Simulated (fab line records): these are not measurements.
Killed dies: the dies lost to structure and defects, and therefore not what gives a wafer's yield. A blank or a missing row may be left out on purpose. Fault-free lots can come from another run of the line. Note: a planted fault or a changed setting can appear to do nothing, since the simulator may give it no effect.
fab line records :: flow n5_finfet :: part 2 of 2: steps 25 to 25 of 25
[record]
  lots = 6
  wafers = 17
  last_day = 18
route steps=1938 shown BEOL_M6@1258 BEOL_M7@1263 PASSIVATION@1936
lots that met no fault: from a run of the same line without faults
start_h: hours from the record's opening day to when the first of the lot's shown wafers began :: wait_h: hours since the lot's step before :: " as in the row above :: L1.1+2: a single row standing in for several wafers :: - value missing, or start not given :: * or withheld: withheld :: < > ~ a bound
route shown NAME@n: a module of which the file shows steps, and the number in the route of the first :: usual: mean/standard deviation of fault-free wafers :: same: alike in all rows :: chamber/n: place in a boat :: sites: each site's reading :: _std_site: the standard deviation of these :: _edge_site: the outer-site mean with the inner-site mean subtracted :: radius_mm: for every site, how far away it sits from the centre of the wafer :: mask NAME#n: copy n :: behind: tool/chamber where the wafer was last shaped :: hold: the reason the lot was held/the length of the hold in hours/how it ended :: device: transistor that didn't switch, given as n, p or np :: end of line: the tests these same wafers got at the end of their route :: step lacking rows: just its recipe :: killed: count of dies lost to structure and defects at first sort (not the wafer's yield) :: map: per-die view of a wafer (x killed, . not killed, _ where there is no die)
set.NAME: the setting that was run; set.NAME@STEP: the one run at that earlier step :: model.NAME: the simulator's own value behind a step, which no gauge read
lots seen at some steps along the route; tables by step, rows by wafer
services: when a tool's chamber went out of use (start_h, in hours from the record's first day, below 0 if earlier), for how many hours, and the reason
[[steps]]
[step N5_PASSIVATION_PROBE_49]
[usual]
  defect_limited_yield = 91.5/1.5
  killed_at_M0_to_M3 = 32/10
  killed_at_M4_up = 13/4.9
  killed_at_contacts = 13/6.1
  killed_at_front_end = 38/11
  killed_at_other = 3/3.2
  killed_dies = 101/18
  killed_on_rim = 13/4.4
  killed_open = 66/13
  killed_short = 32/8.3
  sort_bin_5_function = 5.0/1
  sort_bin_6_memory = 3.2/0.74
  sort_bin_8_speed = 0.1/1.1
  sort_n_pass = 1078/22
[same]
  gross_dies = 1180
  killed_at_back_side = 0
  sort_bin_4_leakage[%] = 0
lot.wafer: L909.1
tool: prober-01
chamber: -
start_h: 268.79
wait_h: 0.0
defect_limited_yield[%]: 92.6
killed_at_M0_to_M3: 18
killed_at_M4_up: 16
killed_at_contacts: 3
killed_at_front_end: 47
killed_at_other: 3
killed_dies: 87
killed_on_rim: 14
killed_open: 46
killed_short: 27
sort_bin_5_function[%]: 4.4
sort_bin_6_memory[%]: 2.1
sort_bin_8_speed[%]: 0
sort_n_pass: 1093

lot.wafer: L909.2
tool: prober-01
chamber: -
start_h: 268.84
wait_h: 0.1
defect_limited_yield[%]: 92.3
killed_at_M0_to_M3: 31
killed_at_M4_up: 7
killed_at_contacts: 17
killed_at_front_end: 36
killed_at_other: 0
killed_dies: 91
killed_on_rim: 10
killed_open: 61
killed_short: 29
sort_bin_5_function[%]: 4.6
sort_bin_6_memory[%]: 3.0
sort_bin_8_speed[%]: 0
sort_n_pass: 1089

lot.wafer: L909.6
tool: prober-01
chamber: -
start_h: 269.04
wait_h: 0.3
defect_limited_yield[%]: 93.1
killed_at_M0_to_M3: 17
killed_at_M4_up: 14
killed_at_contacts: 15
killed_at_front_end: 33
killed_at_other: 3
killed_dies: 82
killed_on_rim: 12
killed_open: 58
killed_short: 22
sort_bin_5_function[%]: 3.6
sort_bin_6_memory[%]: 3.2
sort_bin_8_speed[%]: 0
sort_n_pass: 1098

lot.wafer: L911.1
tool: prober-01
chamber: -
start_h: 284.95
wait_h: 0.0
defect_limited_yield[%]: 93.6
killed_at_M0_to_M3: 28
killed_at_M4_up: 9
killed_at_contacts: 13
killed_at_front_end: 24
killed_at_other: 1
killed_dies: 75
killed_on_rim: 12
killed_open: 53
killed_short: 18
sort_bin_5_function[%]: 4.1
sort_bin_6_memory[%]: 2.1
sort_bin_8_speed[%]: 0
sort_n_pass: 1105

lot.wafer: L911.2
tool: prober-01
chamber: -
start_h: 285.00
wait_h: 0.1
defect_limited_yield[%]: 93.5
killed_at_M0_to_M3: 36
killed_at_M4_up: 10
killed_at_contacts: 13
killed_at_front_end: 16
killed_at_other: 2
killed_dies: 77
killed_on_rim: 11
killed_open: 59
killed_short: 14
sort_bin_5_function[%]: 3.6
sort_bin_6_memory[%]: 2.8
sort_bin_8_speed[%]: 0
sort_n_pass: 1103

lot.wafer: L911.6
tool: prober-01
chamber: -
start_h: 285.20
wait_h: 0.3
defect_limited_yield[%]: 92.2
killed_at_M0_to_M3: 32
killed_at_M4_up: 9
killed_at_contacts: 21
killed_at_front_end: 30
killed_at_other: 0
killed_dies: 92
killed_on_rim: 12
killed_open: 66
killed_short: 23
sort_bin_5_function[%]: 4.6
sort_bin_6_memory[%]: 2.9
sort_bin_8_speed[%]: 0
sort_n_pass: 1088

lot.wafer: L926.3
tool: prober-02
chamber: -
start_h: 392.86
wait_h: 0.6
defect_limited_yield[%]: 88.6
killed_at_M0_to_M3: 39
killed_at_M4_up: 16
killed_at_contacts: 26
killed_at_front_end: 45
killed_at_other: 9
killed_dies: 135
killed_on_rim: 16
killed_open: 88
killed_short: 37
sort_bin_5_function[%]: 6.1
sort_bin_6_memory[%]: 4.2
sort_bin_8_speed[%]: 0
sort_n_pass: 1045

lot.wafer: L926.4
tool: prober-02
chamber: -
start_h: 392.91
wait_h: 0.6
defect_limited_yield[%]: 92.3
killed_at_M0_to_M3: 29
killed_at_M4_up: 13
killed_at_contacts: 13
killed_at_front_end: 31
killed_at_other: 5
killed_dies: 91
killed_on_rim: 9
killed_open: 55
killed_short: 32
sort_bin_5_function[%]: 5.1
sort_bin_6_memory[%]: 2.5
sort_bin_8_speed[%]: 0
sort_n_pass: 1089

lot.wafer: L926.6
tool: prober-02
chamber: -
start_h: 393.01
wait_h: 0.7
defect_limited_yield[%]: 92.2
killed_at_M0_to_M3: 37
killed_at_M4_up: 9
killed_at_contacts: 5
killed_at_front_end: 37
killed_at_other: 4
killed_dies: 92
killed_on_rim: 10
killed_open: 58
killed_short: 34
sort_bin_5_function[%]: 4.7
sort_bin_6_memory[%]: 2.7
sort_bin_8_speed[%]: 0
sort_n_pass: 1088

lot.wafer: L928.1
tool: prober-01
chamber: -
start_h: 402.25
wait_h: 0.0
defect_limited_yield[%]: 91.9
killed_at_M0_to_M3: 29
killed_at_M4_up: 22
killed_at_contacts: 16
killed_at_front_end: 23
killed_at_other: 5
killed_dies: 95
killed_on_rim: 13
killed_open: 71
killed_short: 23
sort_bin_5_function[%]: 4.7
sort_bin_6_memory[%]: 3.1
sort_bin_8_speed[%]: 0
sort_n_pass: 1085

lot.wafer: L928.5
tool: prober-01
chamber: -
start_h: 402.45
wait_h: 0.2
defect_limited_yield[%]: 93.1
killed_at_M0_to_M3: 36
killed_at_M4_up: 15
killed_at_contacts: 6
killed_at_front_end: 24
killed_at_other: 1
killed_dies: 82
killed_on_rim: 15
killed_open: 57
killed_short: 25
sort_bin_5_function[%]: 4.2
sort_bin_6_memory[%]: 2.5
sort_bin_8_speed[%]: 0
sort_n_pass: 1098

lot.wafer: L928.6
tool: prober-01
chamber: -
start_h: 402.50
wait_h: 0.3
defect_limited_yield[%]: 90.3
killed_at_M0_to_M3: 34
killed_at_M4_up: 23
killed_at_contacts: 9
killed_at_front_end: 38
killed_at_other: 10
killed_dies: 114
killed_on_rim: 19
killed_open: 79
killed_short: 31
sort_bin_5_function[%]: 5.2
sort_bin_6_memory[%]: 3.7
sort_bin_8_speed[%]: 0
sort_n_pass: 1066

lot.wafer: L929.1
tool: prober-02
chamber: -
start_h: 402.51
wait_h: 0.0
defect_limited_yield[%]: 92.8
killed_at_M0_to_M3: 19
killed_at_M4_up: 18
killed_at_contacts: 6
killed_at_front_end: 41
killed_at_other: 1
killed_dies: 85
killed_on_rim: 11
killed_open: 56
killed_short: 28
sort_bin_5_function[%]: 4.0
sort_bin_6_memory[%]: 2.9
sort_bin_8_speed[%]: 0
sort_n_pass: 1095

lot.wafer: L929.2
tool: prober-02
chamber: -
start_h: 402.56
wait_h: 0.1
defect_limited_yield[%]: 90.9
killed_at_M0_to_M3: 31
killed_at_M4_up: 20
killed_at_contacts: 16
killed_at_front_end: 36
killed_at_other: 4
killed_dies: 107
killed_on_rim: 15
killed_open: 74
killed_short: 30
sort_bin_5_function[%]: 5.2
sort_bin_6_memory[%]: 3.9
sort_bin_8_speed[%]: 0
sort_n_pass: 1073

lot.wafer: L931.1
tool: prober-02
chamber: -
start_h: 430.63
wait_h: 0.0
defect_limited_yield[%]: 92.0
killed_at_M0_to_M3: 38
killed_at_M4_up: 13
killed_at_contacts: 6
killed_at_front_end: 36
killed_at_other: 1
killed_dies: 94
killed_on_rim: 9
killed_open: 51
killed_short: 39
sort_bin_5_function[%]: 4.5
sort_bin_6_memory[%]: 2.8
sort_bin_8_speed[%]: 0.3
sort_n_pass: 1086

lot.wafer: L931.3
tool: prober-02
chamber: -
start_h: 430.73
wait_h: 0.1
defect_limited_yield[%]: 94.2
killed_at_M0_to_M3: 33
killed_at_M4_up: 7
killed_at_contacts: 5
killed_at_front_end: 22
killed_at_other: 2
killed_dies: 69
killed_on_rim: 10
killed_open: 40
killed_short: 26
sort_bin_5_function[%]: 3.4
sort_bin_6_memory[%]: 2.2
sort_bin_8_speed[%]: 0.1
sort_n_pass: 1111

lot.wafer: L931.6
tool: prober-02
chamber: -
start_h: 430.88
wait_h: 0.3
defect_limited_yield[%]: 92.3
killed_at_M0_to_M3: 39
killed_at_M4_up: 7
killed_at_contacts: 18
killed_at_front_end: 25
killed_at_other: 2
killed_dies: 91
killed_on_rim: 16
killed_open: 60
killed_short: 30
sort_bin_5_function[%]: 4.2
sort_bin_6_memory[%]: 3.4
sort_bin_8_speed[%]: 0.1
sort_n_pass: 1089
// killed by level:class
L909.1 FIN_SAQP:geometric_particle:short=11 STI_FIN_REVEAL:geometric_particle:open=10 BEOL_M0_SAQP:geometric_particle:open=9 HKMG_FIN:area_etch=9 BEOL_M4:geometric_particle:open=8 BEOL_M0_SAQP:geometric_particle:short=6 BEOL_M7:geometric_particle:open=3 STARTING-WAFER:geometric_particle:open=3
L909.2 MOL_CONTACT_COAG:geometric_particle:open=11 FIN_SAQP:geometric_particle:open=10 BEOL_M0_SAQP:geometric_particle:short=9 FIN_SAQP:geometric_particle:short=8 BEOL_M0_SAQP:geometric_particle:open=8 BEOL_M3:geometric_particle:open=5 MOL_CONTACT_COAG:geometric_particle:short=5 STI_FIN_REVEAL:geometric_particle:open=4
L909.6 FIN_SAQP:geometric_particle:open=12 BEOL_M4:geometric_particle:open=10 MOL_CONTACT_COAG:geometric_particle:open=10 BEOL_M0_SAQP:geometric_particle:short=5 BEOL_M0_SAQP:geometric_particle:open=5 STI_FIN_REVEAL:geometric_particle:open=4 MOL_CONTACT_COAG:geometric_particle:short=4 STARTING-WAFER:geometric_particle:open=4
L911.1 FIN_SAQP:geometric_particle:open=11 MOL_CONTACT_COAG:geometric_particle:open=11 BEOL_M0_SAQP:geometric_particle:open=7 DUMMY_GATE:geometric_particle:open=4 BEOL_M0_SAQP:geometric_particle:short=4 BEOL_M2:geometric_particle:short=4 BEOL_M3:geometric_particle:open=4 BEOL_M4:geometric_particle:open=4
L911.2 MOL_CONTACT_COAG:geometric_particle:open=11 BEOL_M3:geometric_particle:open=10 BEOL_M2:geometric_particle:open=9 STI_FIN_REVEAL:geometric_particle:open=6 BEOL_M2:geometric_particle:short=4 FIN_SAQP:geometric_particle:open=3 BEOL_M0:geometric_particle:open=3 BEOL_M1:geometric_particle:open=3
L911.6 MOL_CONTACT_COAG:geometric_particle:open=18 STI_FIN_REVEAL:geometric_particle:open=8 BEOL_M3:geometric_particle:open=7 BEOL_M0_SAQP:geometric_particle:open=6 BEOL_M2:geometric_particle:open=6 GATE_CUT:geometric_particle:short=4 GATE_CUT:geometric_particle:open=4 BEOL_M1:geometric_particle:open=4
L926.3 MOL_CONTACT_COAG:geometric_particle:open=20 BEOL_M2:geometric_particle:open=16 HKMG_FIN:area_etch=10 BEOL_M4:geometric_particle:open=7 MOL_CONTACT_COAG:geometric_particle:short=6 STI_FIN_REVEAL:geometric_particle:open=5 ILD0:geometric_particle:open=5 MIM_TOP_ETCH:geometric_particle:open=5
L926.4 MOL_CONTACT_COAG:geometric_particle:open=10 BEOL_M2:geometric_particle:open=9 FIN_SAQP:geometric_particle:short=6 BEOL_M1:geometric_particle:open=5 DUMMY_GATE:geometric_particle:open=4 GATE_CUT:geometric_particle:short=4 BEOL_M0_SAQP:geometric_particle:open=4 BEOL_M3:geometric_particle:open=4
L926.6 BEOL_M2:geometric_particle:open=13 BEOL_M1:geometric_particle:short=7 GATE_CUT:geometric_particle:short=6 STI_FIN_REVEAL:geometric_particle:open=5 DUMMY_GATE:geometric_particle:open=5 GATE_CUT:geometric_particle:open=4 STARTING-WAFER:geometric_particle:short=4 BEOL_M0:geometric_particle:open=4
L928.1 BEOL_M4:geometric_particle:open=13 MOL_CONTACT_COAG:geometric_particle:open=12 BEOL_M1:geometric_particle:open=8 BEOL_M3:geometric_particle:open=7 BEOL_M0_SAQP:geometric_particle:open=6 DUMMY_GATE:geometric_particle:open=5 MOL_CONTACT_COAG:geometric_particle:short=4 BEOL_M0_SAQP:geometric_particle:short=4
L928.5 BEOL_M0_SAQP:geometric_particle:open=7 BEOL_M4:geometric_particle:open=7 BEOL_M0_SAQP:geometric_particle:short=6 BEOL_M3:geometric_particle:open=6 FIN_SAQP:geometric_particle:open=5 MOL_CONTACT_COAG:geometric_particle:open=5 BEOL_M1:geometric_particle:open=5 BEOL_M1:geometric_particle:short=5
L928.6 BEOL_M0_SAQP:geometric_particle:open=10 BEOL_M4:geometric_particle:open=10 FIN_SAQP:geometric_particle:short=8 MOL_CONTACT_COAG:geometric_particle:open=8 STARTING-WAFER:geometric_particle:open=6 BEOL_M1:geometric_particle:open=6 BEOL_M2:geometric_particle:open=6 MIM_TOP_ETCH:geometric_particle:open=6
L929.1 FIN_SAQP:geometric_particle:open=10 FIN_SAQP:geometric_particle:short=7 STI_FIN_REVEAL:geometric_particle:open=6 MOL_CONTACT_COAG:geometric_particle:open=5 BEOL_M0_SAQP:geometric_particle:open=5 BEOL_M3:geometric_particle:open=5 BEOL_M4:geometric_particle:open=4 STARTING-WAFER:geometric_particle:open=4
L929.2 MOL_CONTACT_COAG:geometric_particle:open=16 FIN_SAQP:geometric_particle:open=10 BEOL_M4:geometric_particle:open=10 BEOL_M2:geometric_particle:open=9 BEOL_M0_SAQP:geometric_particle:open=8 FIN_SAQP:geometric_particle:short=7 BEOL_M0_SAQP:geometric_particle:short=6 BEOL_M4:geometric_particle:short=5
L931.1 FIN_SAQP:geometric_particle:short=15 BEOL_M2:geometric_particle:open=10 FIN_SAQP:geometric_particle:open=5 MOL_CONTACT_COAG:geometric_particle:open=5 BEOL_M0_SAQP:geometric_particle:short=5 BEOL_M3:geometric_particle:open=5 BEOL_M2:geometric_particle:short=4 BEOL_M6:geometric_particle:open=4
L931.3 STI_FIN_REVEAL:geometric_particle:open=9 BEOL_M2:geometric_particle:short=9 BEOL_M2:geometric_particle:open=8 BEOL_M3:geometric_particle:open=5 STARTING-WAFER:geometric_particle:open=4 FIN_SAQP:geometric_particle:short=3 MOL_CONTACT_COAG:geometric_particle:open=3 BEOL_M0:geometric_particle:open=3
L931.6 MOL_CONTACT_COAG:geometric_particle:open=17 BEOL_M3:geometric_particle:open=10 BEOL_M0_SAQP:geometric_particle:open=8 BEOL_M0_SAQP:geometric_particle:short=5 BEOL_M2:geometric_particle:short=5 FIN_SAQP:geometric_particle:open=4 FIN_SAQP:geometric_particle:short=4 STI_FIN_REVEAL:geometric_particle:open=4
[[services]]
tool: uv_cure-01
chamber: -
start_h: 170.10
hours: 1.0
kind: pm

tool: pecvd-04
chamber: -
start_h: 170.44
hours: 0.4
kind: repair

tool: pvd_sputter-02
chamber: -
start_h: 174.82
hours: 1.6
kind: repair

tool: rie_diel-06
chamber: -
start_h: 182.23
hours: 2.8
kind: pm

tool: pecvd-03
chamber: 1
start_h: 184.02
hours: 19.0
kind: repair

tool: pecvd-04
chamber: -
start_h: 190.11
hours: 0.7
kind: repair

tool: uv_cure-01
chamber: -
start_h: 191.83
hours: 2.1
kind: pm

tool: pecvd-04
chamber: 2
start_h: 206.38
hours: 3.8
kind: repair

tool: uv_cure-01
chamber: -
start_h: 212.21
hours: 2.8
kind: pm

tool: uv_cure-02
chamber: -
start_h: 241.48
hours: 7.5
kind: pm

tool: rie_diel-03
chamber: -
start_h: 242.73
hours: 14.6
kind: pm

tool: uv_cure-02
chamber: -
start_h: 249.03
hours: 6.0
kind: pm

tool: uv_cure-02
chamber: -
start_h: 259.06
hours: 7.5
kind: pm

tool: rie_diel-05
chamber: 1
start_h: 282.09
hours: 17.6
kind: repair

tool: pecvd-03
chamber: 2
start_h: 293.08
hours: 6.2
kind: repair

tool: rie_diel-05
chamber: 2
start_h: 299.70
hours: 4.2
kind: repair

tool: rie_diel-05
chamber: -
start_h: 302.74
hours: 1.0
kind: repair

tool: uv_cure-02
chamber: -
start_h: 302.98
hours: 2.1
kind: pm

tool: pecvd-04
chamber: -
start_h: 308.81
hours: 2.8
kind: pm

tool: pecvd-04
chamber: -
start_h: 312.50
hours: 1.0
kind: repair

tool: pecvd-01
chamber: -
start_h: 318.70
hours: 1.5
kind: repair

tool: rie_diel-06
chamber: 1
start_h: 329.32
hours: 4.8
kind: repair

tool: uv_cure-02
chamber: -
start_h: 339.66
hours: 1.2
kind: repair

tool: rie_diel-05
chamber: 2
start_h: 346.06
hours: 7.8
kind: repair
